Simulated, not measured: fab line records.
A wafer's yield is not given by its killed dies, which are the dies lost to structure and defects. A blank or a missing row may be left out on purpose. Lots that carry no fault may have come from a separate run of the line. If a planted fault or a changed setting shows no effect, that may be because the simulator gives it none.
Lot-split experiment ; flow n5-finfet ; 7 lots, 21 wafers read, on a route of 1938 steps

== SPLIT DETAILS ==
At N5_BEOL_M2_COAT_67 (time 60 s, resist thk 60 nm), the setting spin-rpm was moved away from the recipe's 1500 rpm on 2 of the 21 wafers read, by -6.3% to +6.7%. For the rest of the wafers, this setting stayed at what the recipe calls for.

== FROM THE SPLIT TO THE READING: what the file shows between them, 4 steps ==
- N5_BEOL_M2_COAT_68: time 60 s, resist thk 12 nm
- N5_BEOL_M2_COAT_76: time 60 s, resist thk 5 nm
- N5_BEOL_M2_ALD_98: deposits SiO2, target thk 2.5 nm, pulse time 1 s, co reactant pulse time 1 s
- N5_BEOL_M2_ETCHBACK_99: etches SiO2 in CHF3, target depth 5 nm, time 10.4 s

== THE READING ==
etch.depth-nm (the simulator's own value, which no gauge read), in nm, at N5_BEOL_M2_ETCH_70 (etches SOC in N2/H2, target depth 80 nm, overetch 24 nm, time 130 s). There is no usual value for it anywhere in the file. The 19 wafers here that ran the recipe average 60.06 nm, standard deviation 0.25 nm.

wafer;tool, chamber at the split;spin-rpm as run, rpm;against the recipe;etch.depth-nm, nm;against lot-mates on the recipe
L076.1;litho-track-02, 0;1500;recipe;60.52;-
L076.3;litho-track-02, 0;1500;recipe;60.45;-
L076.4;litho-track-02, 0;1500;recipe;60.46;-
L083.1;litho-track-03, 0;1500;recipe;59.98;-
L083.3;litho-track-03, 0;1500;recipe;59.91;-
L083.4;litho-track-03, 0;1500;recipe;59.78;-
L084.1;litho-track-03, 0;1500;recipe;59.74;-
L084.3;litho-track-03, 0;1500;recipe;59.89;-
L084.5;litho-track-03, 0;1500;recipe;59.83;-
L086.1;litho-track-01, 0;1500;recipe;60.16;-
L086.2;litho-track-01, 0;1405;-6.3%;61.78;+1.70
L086.6;litho-track-01, 0;1500;recipe;60;-
L090.1;litho-track-03, 0;1500;recipe;59.67;-
L090.4;litho-track-03, 0;1500;recipe;59.8;-
L090.6;litho-track-03, 0;1500;recipe;60.09;-
L096.1;litho-track-01, 0;1500;recipe;60.34;-
L096.3;litho-track-01, 0;1500;recipe;60.17;-
L096.4;litho-track-01, 0;1600;+6.7%;58.28;-1.98
L097.2;litho-track-02, 0;1500;recipe;60.23;-
L097.4;litho-track-02, 0;1500;recipe;60.11;-
L097.5;litho-track-02, 0;1500;recipe;60.01;-

THE FIT
A straight line over all 21 wafers: etch.depth-nm changes by -0.269 nm for each +1% of spin-rpm; r = -0.92; the points scatter about the line by 0.25 nm.
The same after taking each lot's own level away (the mean of its wafers on the recipe; 21 wafers): -0.283 nm for each +1%; r = -0.99; scatter 0.1 nm.
The reading moves by 1.9 nm for the largest change in spin-rpm, on that fit.
Across the lots, their own levels run from 59.820 to 60.477 nm, a range of 2.6 times the standard deviation given above.
Hence the lot-to-lot level has little effect on the slope; both slopes agree.
Check: -1.79 nm against its lot-mates is what the line predicts for one of the wafers moved furthest among these (+6.7%) when that wafer is left out of the fit. Against them it came out at -1.98 nm.

== THE OTHER SPLITS THESE WAFERS WENT THROUGH ==
Before the reading, these wafers also passed through other splits. Each is held against what the fit with the lots' levels taken away leaves over:
other split on the same wafers;wafers away from the commonest value;r with etch.depth-nm (lot level and that fit taken away)
N5_BEOL_M1_EXPOSE_08 dose-mj;6;+0.48
N5_BEOL_M2_PECVD_72 temp-c;6;-0.10
N5_BEOL_M2_COAT_62 spin-rpm;8;+0.09
N5_BEOL_M2_ETCH_64 source-w;7;+0.14

== THE WHOLE CHAIN: every reading that the file lists as answering this split, in the file's order ==
step;what it does;reading;change (the file's fit);r (the file's)
N5_BEOL_M2_COAT_67;time 60 s, resist thk 60 nm;SOC_of_BEOL_M2_COAT_67.thk-nm (the simulator's own value, which no gauge read);-0.293 nm for each +1% of the setting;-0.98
N5_BEOL_M2_ETCH_70;etches SOC in N2/H2, target depth 80 nm, overetch 24 nm, time 130 s;etch.depth-nm (the simulator's own value, which no gauge read);-0.283 nm for each +1% of the setting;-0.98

== FILE'S OWN FIT ==
etch.depth-nm changes by -0.283 nm for each +1% of spin-rpm, r = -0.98.
